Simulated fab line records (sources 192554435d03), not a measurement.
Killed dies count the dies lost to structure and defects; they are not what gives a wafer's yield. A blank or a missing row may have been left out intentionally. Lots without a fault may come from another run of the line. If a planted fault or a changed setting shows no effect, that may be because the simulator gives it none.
Matching of chambers    flow n5_finfet    N5_BEOL_M1_CO_CAP_55 on cvd_co-02: 3 sister chambers
The step material Co, precursor CCTBA/H2, target thk 2 nm, time 102.1 s. 6 wafers are shown with their chamber, then 12 later ones without.

## WAFERS, EACH WITH ITS CHAMBER
wafer   chamber  heater_power_w (W)
L082.5  0        228
L084.4  1        220
L084.6  2        271
L088.4  0        228
L088.5  2        261
L088.6  1        230

## WAFERS WHOSE CHAMBER IS MISSING
wafer   heater_power_w (W)
L089.3  228
L089.4  270
L089.5  225
L091.1  228
L091.2  229
L091.4  233
L092.3  235
L092.5  227
L092.6  269
L095.2  275
L095.3  225
L095.4  268

## WHICH CHAMBER EACH WENT THROUGH
wafer   from the rows above      in truth
L089.3  can't be placed: 0 or 1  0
L089.4  2                        2
L089.5  can't be placed: 1 or 0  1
L091.1  can't be placed: 0 or 1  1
L091.2  can't be placed: 0 or 1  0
L091.4  can't be placed: 0 or 1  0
L092.3  can't be placed: 0 or 1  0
L092.5  can't be placed: 0 or 1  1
L092.6  2                        2
L095.2  2                        2
L095.3  can't be placed: 1 or 0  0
L095.4  2                        2
Correct placement for 4 of the 12. Cannot be placed on the basis of these rows: 8; the candidates contain the true chamber in 8. Placed wrongly: 0.
How it was worked out, from the rows above alone: a wafer's distance from a chamber is the root of the sum, over the readings, of the square of ((its reading less the chamber's mean) divided by the reading's scatter). If the next closest chamber is less than 2 further off than the closest, the wafer can't be placed; otherwise it belongs to the closest. Each chamber's mean is taken over the wafers shown for it. The scatter: the root of (the sum of the squares of (reading less its chamber's mean) over the shown wafers, divided by (wafers less chambers)).
